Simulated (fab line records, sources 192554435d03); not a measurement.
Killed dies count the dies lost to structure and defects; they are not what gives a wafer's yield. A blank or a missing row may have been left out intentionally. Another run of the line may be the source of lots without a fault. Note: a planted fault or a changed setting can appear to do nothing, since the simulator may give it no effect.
One fault through the eyes of 2 desks | flow n5_finfet | what lay behind the numbers comes last; until then each desk has only its own

== AT THE METROLOGY DESK ==
What the gauges read, lot by lot, whatever tool the lot ran on: means of the sampled wafers that have a number. If a lot's mean is further than 4 standard deviations from the usual mean, the lot is out of limits and carries the mark OUT (the distance appears in the brackets).
Columns: A = MD_CAP_THK at N5_MOL_CONTACT_COAG_THK_MEAS_29, usual 17.92 nm
lot  | first seen here | A
L944 | day 5 14:56     | 17.98
L943 | day 5 17:09     | 17.97
L945 | day 5 18:07     | 17.78
L946 | day 6 01:22     | 18.00
L947 | day 6 09:47     | 17.94
L948 | day 6 10:25     | 17.89
L949 | day 6 17:54     | 17.99
L950 | day 6 22:35     | 17.89
L957 | day 8 16:18     | 17.80
L959 | day 9 04:27     | 17.95
L961 | day 9 18:31     | 17.95
L963 | day 10 03:34    | 17.96
L964 | day 10 07:08    | 17.95
L965 | day 10 12:12    | 17.88
L966 | day 10 23:42    | 17.95
This desk's verdict: no lot among the 15 shows anything out of limits.

== TOOL OWNER'S DESK, euv_scanner-02 ==
The tool's own readings at N5_MOL_CONTACT_COAG_EXPOSE_37 (exposes mask VD, defocus 0 nm): means of the sampled wafers that have a number, for each lot that ran on this tool. If a lot's mean is further than 4 standard deviations from the usual mean, the lot is out of limits and carries the mark OUT (the distance appears in the brackets).
Columns: A = exposure_dose_mJ_cm2 at N5_MOL_CONTACT_COAG_EXPOSE_37, usual 61.87; B = focus_offset_nm at N5_MOL_CONTACT_COAG_EXPOSE_37, usual 0.0 nm
lot  | first seen here | A     | B
L945 | day 5 20:40     | 61.89 | 0.2
L946 | day 6 04:44     | 61.87 | -0.0
L947 | day 6 11:52     | 61.87 | 0.3
L957 | day 8 19:48     | 61.87 | -0.4
L959 | day 9 06:26     | 61.78 | 0.6
L961 | day 9 20:30     | 61.81 | -0.1
L963 | day 10 05:50    | 61.87 | -0.0
This desk's verdict: no lot among the 7 shows anything out of limits.

== BROUGHT TOGETHER ==
The metrology desk saw nothing out of limits.
The tool owner's desk saw nothing out of limits.

== WHAT WAS PUT IN BY THE SIMULATOR ==
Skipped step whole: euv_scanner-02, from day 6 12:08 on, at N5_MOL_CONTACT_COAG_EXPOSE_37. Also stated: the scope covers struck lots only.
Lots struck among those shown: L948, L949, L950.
